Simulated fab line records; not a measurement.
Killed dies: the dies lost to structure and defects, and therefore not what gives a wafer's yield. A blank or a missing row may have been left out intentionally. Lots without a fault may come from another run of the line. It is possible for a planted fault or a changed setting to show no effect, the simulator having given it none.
Chamber matching | flow n5Finfet | 4 sister chambers for N5_BEOL_M8_VIA_ETCH_34 on rieDiel-02
The step etches SiCOH lowk in C4F6/O2, target depth 125.5 nm, time 50.5 s. 18 wafers are shown with their chamber, then 9 later ones without.

## WAFERS PAIRED WITH THEIR CHAMBERS
wafer  | chamber | showerheadPlenumPTorr (Torr) | rfVppV (V) | throttleValvePct (%)
L076.2 | 1       | 3.04                         | 694        | 20.84
L076.4 | 2       | 2.73                         | 673        | 20.74
L076.6 | 2       | 2.73                         | 673        | 20.74
L079.1 | 2       | 2.73                         | 673        | 20.75
L079.4 | 1       | 3.04                         | 694        | 20.85
L079.6 | 2       | 2.73                         | 672        | 20.74
L080.1 | 0       | 2.76                         | 645        | 20.80
L080.4 | 3       | 2.92                         | 668        | 20.68
L080.6 | 2       | 2.73                         | 672        | 20.76
L084.1 | 0       | 2.76                         | 643        | 20.81
L084.2 | 1       | 3.03                         | 696        | 20.87
L084.5 | 0       | 2.76                         | 644        | 20.82
L083.3 | 3       | 2.91                         | 667        | 20.69
L083.5 | 0       | 2.75                         | 644        | 20.81
L083.6 | 1       | 3.03                         | 692        | 20.85
L085.2 | 2       | 2.72                         | 672        | 20.78
L085.4 | 3       | 2.91                         | 669        | 20.70
L085.5 | 2       | 2.72                         | 673        | 20.77

SIGNATURES (means of the wafers above)
reading               | chamber 0 | chamber 1 | chamber 2 | chamber 3 | scatter within a chamber
showerheadPlenumPTorr | 2.7575    | 3.0350    | 2.7271    | 2.9133    | 0.00524
rfVppV                | 644.00    | 694.00    | 672.57    | 668.00    | 0.99
throttleValvePct      | 20.8100   | 20.8525   | 20.7543   | 20.6900   | 0.0132
Rule: a wafer lies at a distance from a chamber equal to the root of the sum of squares, over the readings, of (its reading less the chamber's mean, divided by the reading's scatter). The wafer belongs to the nearest chamber; if the next one is less than 2 further off, it can't be placed. The scatter: take each reading less its chamber's mean, square it, sum over the shown wafers, divide by the number of wafers less the number of chambers, and take the root.

## WAFERS WHOSE CHAMBER IS MISSING
wafer  | showerheadPlenumPTorr (Torr) | rfVppV (V) | throttleValvePct (%)
L087.3 | 2.75                         | 645        | 20.83
L087.4 | 3.03                         | 693        | 20.89
L087.6 | 2.91                         | 667        | 20.69
L089.1 | 2.91                         | 668        | 20.74
L089.4 | 2.72                         | 672        | 20.79
L089.6 | 2.72                         | 673        | 20.78
L092.1 | 3.02                         | 693        | 20.91
L092.4 | 2.71                         | 672        | 20.81
L092.5 | 2.71                         | 671        | 20.82

## EACH ONE'S CHAMBER
wafer  | from the rows above | in truth
L087.3 | 0                   | 0
L087.4 | 1                   | 1
L087.6 | 3                   | 3
L089.1 | 3                   | 3
L089.4 | 2                   | 2
L089.6 | 2                   | 2
L092.1 | 1                   | 1
L092.4 | 2                   | 2
L092.5 | 2                   | 2
Correctly placed: 9 of 9. From these rows, 0 cannot be placed. Placed wrongly: 0.
